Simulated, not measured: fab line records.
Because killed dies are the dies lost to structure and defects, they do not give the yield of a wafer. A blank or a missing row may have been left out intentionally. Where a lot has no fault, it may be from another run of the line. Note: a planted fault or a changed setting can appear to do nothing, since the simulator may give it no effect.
Which tool is to blame? | flow nand harc | Sampling: 11 lots, 33 wafers, 5 of 1302 route steps

WHAT EACH GAUGE READ, for each wafer
NHARC_P_M1_CD_MEAS_16.
lot  | measured     | on        | cd nm (nm)
L948 | day 7 05:50  | cd sem-01 | 129.5 130.7 130.9
L951 | day 8 07:54  | cd sem-02 | 130.6 130.9 130.6
L955 | day 10 00:31 | cd sem-03 | 129.8 128.8 128.7
L956 | day 10 16:28 | cd sem-01 | 129.1 129.8 130.3
L957 | day 10 17:36 | cd sem-03 | 130.3 130.1 129.6
L962 | day 12 19:18 | cd sem-02 | 130.4 130.6 131.6
L963 | day 13 06:22 | cd sem-01 | 129.6 130.2 131.4
L964 | day 13 15:14 | cd sem-03 | 129.5 130.8 130.3
L965 | day 14 08:00 | cd sem-03 | 130.3 129.8 129.8
L966 | day 14 13:44 | cd sem-03 | 130.8 130.7 129.9
L969 | day 15 20:35 | cd sem-01 | 129.0 129.2 130.2

NHARC_END_SORT_01.
lot  | measured     | on        | defect limited yield (%) | killed at array | killed at other | killed at periphery | killed dies | killed open | killed short
L948 | day 25 04:04 | prober-02 | 87 87 90                 | 82 81 59        | 0 0 0           | 3 8 8               | 85 89 67    | 5 2 2       | 2 3 2
L951 | day 26 10:28 | prober-02 | 95 91 91                 | 35 61 57        | 0 0 1           | 1 3 1               | 36 64 59    | 5 5 3       | 2 3 2
L955 | day 28 00:50 | prober-02 | 91 91 92                 | 53 61 50        | 1 0 0           | 4 3 1               | 58 64 51    | 1 4 1       | 3 4 3
L956 | day 28 07:16 | prober-02 | 0 0 94                   | 52 58 42        | 2 5 0           | 623 614 2           | 677 677 44  | 6 5 4       | 2 2 2
L957 | day 28 07:12 | prober-01 | 90 94 0                  | 67 40 62        | 0 0 0           | 1 1 615             | 68 41 677   | 2 1 4       | 3 3 4
L962 | day 31 01:58 | prober-02 | 82 84 89                 | 117 105 74      | 2 0 1           | 1 2 1               | 120 107 76  | 3 4 4       | 1 4 0
L963 | day 31 01:58 | prober-01 | 92 93 92                 | 53 44 45        | 1 0 2           | 1 1 4               | 55 45 51    | 3 2 2       | 2 5 3
L964 | day 31 10:31 | prober-02 | 96 95 95                 | 26 31 27        | 0 0 0           | 1 2 4               | 27 33 31    | 2 3 4       | 1 5 2
L965 | day 32 04:40 | prober-01 | 88 88 88                 | 75 73 80        | 2 4 1           | 6 4 0               | 83 81 81    | 4 0 3       | 2 1 2
L966 | day 32 04:37 | prober-02 | 93 93 94                 | 41 37 32        | 1 2 0           | 5 6 8               | 47 45 40    | 4 3 2       | 3 3 0
L969 | day 33 13:04 | prober-01 | 98 97 97                 | 12 15 16        | 1 2 3           | 1 2 2               | 14 19 21    | 3 5 4       | 1 2 3

EACH LOT AND THE TOOL THAT RAN IT (in order: tool; ch and the chambers of the sampled wafers; start)
lot  | NHARC_P_M1_ETCH_35                 | NHARC_P_M1_ETCH_15                 | NHARC_P_M1_STRIP_18
L948 | rie diel-05 ch 1,2,3, day 7 05:38  | rie diel-05 ch 0,1,2, day 7 05:43  | rie diel-05 ch 1,3, day 7 05:55
L951 | rie diel-09 ch 0,1, day 8 07:39    | rie diel-09 ch 0,2,3, day 8 07:46  | rie diel-05 ch 1,3, day 8 08:00
L955 | rie diel-08 ch 1,2, day 10 00:17   | rie diel-08 ch 2,3, day 10 00:23   | rie diel-05 ch 1,2, day 10 00:35
L956 | rie diel-09 ch 0,3, day 10 16:15   | rie diel-09 ch 1,2, day 10 16:21   | rie diel-09 ch 1,2,3, day 10 16:36
L957 | rie diel-09 ch 0,2,3, day 10 17:23 | rie diel-09 ch 0,2,3, day 10 17:28 | rie diel-09 ch 0,1,3, day 10 17:40
L962 | rie diel-08 ch 0,1,2, day 12 19:05 | rie diel-08 ch 0,1,2, day 12 19:11 | rie diel-05 ch 0,1,3, day 12 19:26
L963 | rie diel-08 ch 0,1,3, day 13 06:09 | rie diel-08 ch 1,2,3, day 13 06:14 | rie diel-05 ch 0,2,3, day 13 06:27
L964 | rie diel-08 ch 0,2,3, day 13 15:01 | rie diel-08 ch 1,3, day 13 15:06   | rie diel-08 ch 2,3, day 13 15:18
L965 | rie diel-09 ch 1,3, day 14 07:47   | rie diel-09 ch 0,1,3, day 14 07:52 | rie diel-09 ch 0,1,2, day 14 08:06
L966 | rie diel-08 ch 1,2, day 14 13:31   | rie diel-08 ch 0,1,3, day 14 13:37 | rie diel-05 ch 1,2, day 14 13:48
L969 | rie diel-05 ch 1,2,3, day 15 20:23 | rie diel-05 ch 0,1,3, day 15 20:28 | rie diel-05 ch 0,2,3, day 15 20:40
- NHARC_P_M1_ETCH_35: etches the open film in N2/H2, target depth 40 nm, overetch 12 nm, time 43.94 s.
- NHARC_P_M1_ETCH_15: etches the open film in C4F8/Ar, target depth 182.5 nm, time 91.2 s.
- NHARC_P_M1_STRIP_18: strips in N2/H2.

AS READ BY THE TOOLS THEMSELVES (means over the sampled wafers that have a number; for cases with no such wafer, the mark the record gives instead)
NHARC_P_M1_ETCH_35.
lot  | tool        | drypump motor current A (A) | oes product au (a.u.) | rf fwd power W (W) | rf vpp V (V) | showerhead plenum p Torr (Torr) | throttle valve pct (%)
L948 | rie diel-05 | 5.7                         | 1.004                 | 393.4              | 429.9        | 2.03                            | 14.172
L951 | rie diel-09 | 5.3                         | 0.996                 | 394.3              | 431.5        | 2.07                            | 14.163
L955 | rie diel-08 | 5.8                         | 0.996                 | 395.2              | 428.9        | 1.96                            | 14.174
L956 | rie diel-09 | 5.3                         | 1.004                 | 391.7              | 433.1        | 2.11                            | 14.170
L957 | rie diel-09 | 5.4                         | 1.005                 | 393.4              | 430.6        | 2.05                            | 14.171
L962 | rie diel-08 | 5.6                         | 1.000                 | 395.9              | 429.3        | 2.02                            | 14.165
L963 | rie diel-08 | 5.5                         | 1.013                 | 395.1              | 430.4        | 2.03                            | 14.172
L964 | rie diel-08 | 5.5                         | 1.005                 | 396.1              | 430.2        | 2.05                            | 14.172
L965 | rie diel-09 | 5.4                         | 0.996                 | 393.4              | 432.8        | 2.14                            | 14.169
L966 | rie diel-08 | 5.8                         | 0.998                 | 394.6              | 427.6        | 1.94                            | 14.166
L969 | rie diel-05 | 5.7                         | 1.002                 | 394.2              | 429.8        | 2.02                            | 14.165

NHARC_P_M1_ETCH_15.
lot  | tool        | oes product au (a.u.) | rf fwd power W (W) | rf vpp V (V)
L948 | rie diel-05 | 0.918                 | 592.5              | 441.8
L951 | rie diel-09 | 0.959                 | 592.4              | 441.3
L955 | rie diel-08 | 0.967                 | 597.2              | 439.3
L956 | rie diel-09 | 0.786                 | 595.3              | 440.7
L957 | rie diel-09 | 0.879                 | 591.9              | 441.9
L962 | rie diel-08 | 0.976                 | 595.7              | 440.1
L963 | rie diel-08 | 0.971                 | 597.4              | 439.4
L964 | rie diel-08 | 0.955                 | 594.1              | 438.9
L965 | rie diel-09 | 0.986                 | 594.9              | 442.0
L966 | rie diel-08 | 0.927                 | 595.8              | 440.1
L969 | rie diel-05 | 0.917                 | 594.6              | 442.4

NHARC_P_M1_STRIP_18.
lot  | tool        | drypump motor current A (A) | oes product au (a.u.) | rf fwd power W (W) | rf vpp V (V) | showerhead plenum p Torr (Torr) | throttle valve pct (%)
L948 | rie diel-05 | 5.5                         | 0.999                 | 996                | 90.7         | 2.10                            | 14.169
L951 | rie diel-05 | 5.9                         | 1.015                 | 995                | 90.5         | 2.07                            | 14.170
L955 | rie diel-05 | 5.5                         | 0.992                 | 998                | 90.4         | 1.97                            | 14.175
L956 | rie diel-09 | 5.4                         | 1.005                 | 999                | 91.0         | 2.09                            | 14.172
L957 | rie diel-09 | 5.3                         | 1.001                 | 996                | 90.0         | 2.11                            | 14.171
L962 | rie diel-05 | 5.5                         | 1.000                 | 997                | 90.9         | 2.11                            | 14.169
L963 | rie diel-05 | 5.7                         | 0.996                 | 998                | 90.1         | 2.03                            | 14.177
L964 | rie diel-08 | 5.6                         | 1.006                 | 995                | 89.6         | 1.99                            | 14.176
L965 | rie diel-09 | 5.4                         | 1.009                 | 998                | 90.5         | 2.04                            | 14.171
L966 | rie diel-05 | 5.3                         | 0.993                 | 998                | 91.9         | 2.05                            | 14.171
L969 | rie diel-05 | 5.7                         | 0.997                 | 998                | 90.8         | 2.03                            | 14.173

THE ANSWER, worked out from the rows above alone
Rule: what is usual is taken from the lots themselves. Put in order of their means at a reading, lots are off if they are a third of the lots or fewer, leave a main group of 4 or more, and stand apart from it by a gap of 3 or more times the standard deviation of the main group's means; of several such gaps the widest counts. If all means in a main group match to the digits the tables above print for the reading, that group is not used. Also off: a lot with no number at a reading for which 4 or more lots have one. Where the step has rows for the other lots, those lots are counted as sound. Order of review: gauges by route order, followed by the tools' own readings, for which a lot's mean as printed above is used. At the first step where some lot is off, the reading lying furthest off is the one used; lots without a number count as furthest.
Off at NHARC_END_SORT_01 (killed at periphery): L956, L957. Mean 3.1 and standard deviation 1.8 in the main group.
A tool fits if, at a process step before that reading, it ran every lot that is off, and no sound lot after the first of them. Gauges at NHARC_END_SORT_01: tried the same way as those tools. None of those tried fits.

WHAT THE SIMULATOR HAD PUT IN
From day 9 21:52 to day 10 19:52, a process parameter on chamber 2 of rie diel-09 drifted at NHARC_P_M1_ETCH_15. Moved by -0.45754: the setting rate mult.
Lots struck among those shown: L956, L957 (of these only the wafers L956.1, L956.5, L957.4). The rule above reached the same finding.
